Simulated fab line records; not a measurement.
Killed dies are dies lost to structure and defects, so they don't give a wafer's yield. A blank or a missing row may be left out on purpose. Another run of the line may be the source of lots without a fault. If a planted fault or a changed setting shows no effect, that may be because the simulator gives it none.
Which tool is to blame? + flow nand_harc + 15 lots, 45 wafers sampled, at 4 steps of a route of 1302

## WHAT THE GAUGES SHOWED, per wafer
No reading from a measuring or inspecting step in the record can be judged against a usual standard deviation.

## WHAT TOOL EACH LOT RAN ON (gives the tool, then ch and the chambers of the sampled wafers, and finally the start)
| lot  | NHARC_A_CHANNEL_FILL_D2_ETCHBACK_19 | NHARC_A_CHANNEL_FILL_D2_ETCHBACK_08           | NHARC_A_CHANNEL_FILL_D2_CMP_10 | NHARC_A_STAIRCASE_PEB_164         |
|------|-------------------------------------|-----------------------------------------------|--------------------------------|-----------------------------------|
| L224 | rie_si-06 ch 0,1,2, day 15 18:10    | rie_diel-09 ch 0,2,3, day 16 19:37 or earlier | cmp-04 ch 0,1,2, day 16 19:37  | litho_track-03 ch 0, day 16 21:01 |
| L225 | rie_si-01 ch 0,3, day 15 18:11      | rie_diel-02 ch 0,1, day 16 19:39 or earlier   | cmp-01 ch 1,2, day 16 19:39    | litho_track-05 ch 0, day 16 21:19 |
| L228 | rie_si-06 ch 0,1, day 17 07:36      | rie_diel-09 ch 1,2,3, day 18 07:56 or earlier | cmp-04 ch 0,2, day 18 07:56    | litho_track-07 ch 0, day 18 09:25 |
| L227 | rie_si-04 ch 0,2, day 17 07:37      | rie_diel-02 ch 1,2, day 18 07:56 or earlier   | cmp-03 ch 1,2,3, day 18 07:56  | litho_track-03 ch 0, day 18 09:16 |
| L232 | rie_si-04 ch 0,1,3, day 18 23:07    | rie_diel-09 ch 0,1,3, day 19 22:37 or earlier | cmp-01 ch 0,2,3, day 19 22:37  | litho_track-05 ch 0, day 19 23:53 |
| L234 | rie_si-01 ch 1,2, day 19 13:46      | rie_diel-09 ch 1,2,3, day 20 13:04 or earlier | cmp-03 ch 0,2, day 20 13:04    | litho_track-05, day 20 14:34      |
| L235 | rie_si-04 ch 0,3, day 19 13:46      | rie_diel-05 ch 0,1, day 20 13:07 or earlier   | cmp-04 ch 0,2,3, day 20 13:07  | litho_track-07, day 20 14:25      |
| L236 | rie_si-04 ch 0,1,2, day 20 13:21    | rie_diel-09 ch 0,1,3, day 21 12:37 or earlier | cmp-04 ch 1,3, day 21 12:37    | litho_track-07, day 21 13:50      |
| L239 | rie_si-01 ch 1,2,3, day 22 02:07    | rie_diel-09 ch 0,3, day 23 04:13 or earlier   | cmp-03 ch 0,2, day 23 04:13    | litho_track-03 ch 0, day 23 05:44 |
| L240 | rie_si-06 ch 0,1,3, day 22 02:08    | rie_diel-02 ch 1,2, day 23 04:13 or earlier   | cmp-04 ch 1,2, day 23 04:13    | litho_track-05 ch 0, day 23 05:54 |
| L241 | rie_si-04 ch 0,1,2, day 22 12:41    | rie_diel-09 ch 0,1,3, day 23 18:58 or earlier | cmp-03 ch 0,2,3, day 23 18:58  | litho_track-03 ch 0, day 23 20:11 |
| L242 | rie_si-06 ch 0,2, day 24 00:37      | rie_diel-09 ch 0,1, day 24 23:50 or earlier   | cmp-01 ch 0,1, day 24 23:50    | litho_track-07 ch 0, day 25 01:11 |
| L243 | rie_si-04 ch 0,1,3, day 24 00:38    | rie_diel-02 ch 1,2,3, day 24 23:52 or earlier | cmp-03 ch 0,1, day 24 23:52    | litho_track-03 ch 0, day 25 01:20 |
| L244 | rie_si-06 ch 1,2,3, day 24 00:41    | rie_diel-05 ch 0,1,2, day 25 06:27 or earlier | cmp-03 ch 1,2,3, day 25 06:27  | litho_track-05 ch 0, day 25 07:49 |
| L245 | rie_si-06 ch 2,3, day 24 16:38      | rie_diel-09 ch 0,3, day 25 17:08 or earlier   | cmp-03 ch 0,1,3, day 25 17:08  | litho_track-03 ch 0, day 25 19:26 |
- NHARC_A_CHANNEL_FILL_D2_ETCHBACK_19: etches the open film in HBr/Cl2, target depth 5 nm, time 1.7 s.
- NHARC_A_CHANNEL_FILL_D2_ETCHBACK_08: etches the open film in C4F8, target depth 220 nm, time 110 s.
- NHARC_A_CHANNEL_FILL_D2_CMP_10: polishes, target thk 150 nm.
- NHARC_A_STAIRCASE_PEB_164: peb time 130 s.

## AS READ BY THE TOOLS THEMSELVES (means over the sampled wafers that have a number; for cases with no such wafer, the mark the record gives instead)
NHARC_A_CHANNEL_FILL_D2_ETCHBACK_19. Usual: drypump_motor_current_A 5.9 A, standard deviation 0.41; oes_product_au 1.000 a.u., standard deviation 0.01; throttle_valve_pct 26.406 %, standard deviation 0.0097.
| lot  | tool      | drypump_motor_current_A (A) | oes_product_au (a.u.) | throttle_valve_pct (%) | flag |
|------|-----------|-----------------------------|-----------------------|------------------------|------|
| L224 | rie_si-06 | 5.8                         | 1.004                 | 26.404                 |      |
| L225 | rie_si-01 | 5.9                         | 0.994                 | 26.406                 |      |
| L228 | rie_si-06 | 5.5                         | 1.003                 | 26.396                 |      |
| L227 | rie_si-04 | 5.5                         | 0.995                 | 26.401                 |      |
| L232 | rie_si-04 | 5.9                         | 0.996                 | 26.405                 |      |
| L234 | rie_si-01 | 6.0                         | 1.006                 | 26.402                 |      |
| L235 | rie_si-04 | 5.7                         | 0.994                 | 26.402                 |      |
| L236 | rie_si-04 | 5.6                         | 0.996                 | 26.395                 |      |
| L239 | rie_si-01 | 6.1                         | 1.004                 | 26.411                 |      |
| L240 | rie_si-06 | 5.9                         | 1.008                 | 26.408                 |      |
| L241 | rie_si-04 | 5.6                         | 0.994                 | 26.406                 |      |
| L242 | rie_si-06 | 5.5                         | 1.004                 | 26.407                 |      |
| L243 | rie_si-04 | 5.9                         | 0.995                 | 26.398                 |      |
| L244 | rie_si-06 | 6.2                         | 1.004                 | 26.406                 |      |
| L245 | rie_si-06 | 6.2                         | 0.990                 | 26.404                 |      |

NHARC_A_CHANNEL_FILL_D2_ETCHBACK_08. Usual: oes_product_au 0.97 a.u., standard deviation 0.036; rf_vpp_V 441.1 V, standard deviation 2.8.
| lot  | tool        | oes_product_au (a.u.) | rf_vpp_V (V) | flag |
|------|-------------|-----------------------|--------------|------|
| L224 | rie_diel-09 | 1.00                  | 439.8        |      |
| L225 | rie_diel-02 | 0.94                  | 442.3        |      |
| L228 | rie_diel-09 | 0.99                  | 439.9        |      |
| L227 | rie_diel-02 | 1.01                  | 441.3        |      |
| L232 | rie_diel-09 | 0.93                  | 441.5        |      |
| L234 | rie_diel-09 | 0.92                  | 440.7        |      |
| L235 | rie_diel-05 | 0.94                  | 440.8        |      |
| L236 | rie_diel-09 | 0.99                  | 440.4        |      |
| L239 | rie_diel-09 | 1.01                  | 440.9        |      |
| L240 | rie_diel-02 | 1.00                  | 438.9        |      |
| L241 | rie_diel-09 | 0.99                  | 441.8        |      |
| L242 | rie_diel-09 | 0.93                  | 440.6        |      |
| L243 | rie_diel-02 | 0.95                  | 441.2        |      |
| L244 | rie_diel-05 | 0.93                  | 441.4        |      |
| L245 | rie_diel-09 | 1.00                  | 441.9        |      |

NHARC_A_CHANNEL_FILL_D2_CMP_10. Usual: motor_current_A 11.5 A, standard deviation 0.88; time_to_endpoint_s 16.1 s, standard deviation 2.3.
| lot  | tool   | motor_current_A (A) | time_to_endpoint_s (s) | flag |
|------|--------|---------------------|------------------------|------|
| L224 | cmp-04 | 10.8                | 14.2                   |      |
| L225 | cmp-01 | 12.4                | 16.8                   |      |
| L228 | cmp-04 | 10.6                | 14.5                   |      |
| L227 | cmp-03 | 11.9                | 15.4                   |      |
| L232 | cmp-01 | 11.9                | 17.5                   |      |
| L234 | cmp-03 | 11.4                | 16.4                   |      |
| L235 | cmp-04 | 10.6                | 17.2                   |      |
| L236 | cmp-04 | 11.8                | 17.9                   |      |
| L239 | cmp-03 | 11.6                | 16.9                   |      |
| L240 | cmp-04 | 11.9                | 16.7                   |      |
| L241 | cmp-03 | 12.2                | 18.9                   |      |
| L242 | cmp-01 | 11.8                | 13.7                   |      |
| L243 | cmp-03 | 11.2                | 16.2                   |      |
| L244 | cmp-03 | 11.8                | 17.4                   |      |
| L245 | cmp-03 | 11.8                | 16.6                   |      |

NHARC_A_STAIRCASE_PEB_164. Usual: chill_plate_temp_C 22.99 C, standard deviation 0.094; exhaust_pa 45.0 Pa, standard deviation 0.81.
| lot  | tool           | chill_plate_temp_C (C) | exhaust_pa (Pa) | flag |
|------|----------------|------------------------|-----------------|------|
| L224 | litho_track-03 | 22.90                  | 44.0            |      |
| L225 | litho_track-05 | 22.97                  | 44.8            |      |
| L228 | litho_track-07 | 22.91                  | 44.9            |      |
| L227 | litho_track-03 | 23.06                  | 45.6            |      |
| L232 | litho_track-05 | 23.04                  | 45.1            |      |
| L234 | litho_track-05 | -                      | -               | OFF  |
| L235 | litho_track-07 | -                      | -               | OFF  |
| L236 | litho_track-07 | -                      | -               | OFF  |
| L239 | litho_track-03 | 22.90                  | 44.9            |      |
| L240 | litho_track-05 | 23.05                  | 45.2            |      |
| L241 | litho_track-03 | 23.04                  | 46.2            |      |
| L242 | litho_track-07 | 22.89                  | 45.4            |      |
| L243 | litho_track-03 | 22.96                  | 45.2            |      |
| L244 | litho_track-05 | 23.03                  | 45.3            |      |
| L245 | litho_track-03 | 23.08                  | 44.7            |      |

## THE ANSWER, worked out from the rows above alone
Rule: a lot counts as off when the mean over its wafers that have a number is more than 3 standard deviations away from the usual mean. A lot without any number at a reading at which 4 lots or more have one is off too. Any other lot the step has rows for is counted as sound. First the gauges in route order, then the tools' own readings, where a lot's mean is used as printed above. The first step at which some lot is off is used, and at that step the reading that is off furthest; a lot without a number counts as furthest.
Off at NHARC_A_STAIRCASE_PEB_164 (chill_plate_temp_C): L234, L235, L236. Without a number there: L234, L235, L236.
A tool fits if, at that step or a process step before it, it ran every lot that is off, and no sound lot after the first of them. With no start given for some of its lots, NHARC_A_CHANNEL_FILL_D2_ETCHBACK_08 uses the hours and lot order of NHARC_A_CHANNEL_FILL_D2_CMP_10. No candidate that was tried fits.

## WHAT THE SIMULATOR PUT IN
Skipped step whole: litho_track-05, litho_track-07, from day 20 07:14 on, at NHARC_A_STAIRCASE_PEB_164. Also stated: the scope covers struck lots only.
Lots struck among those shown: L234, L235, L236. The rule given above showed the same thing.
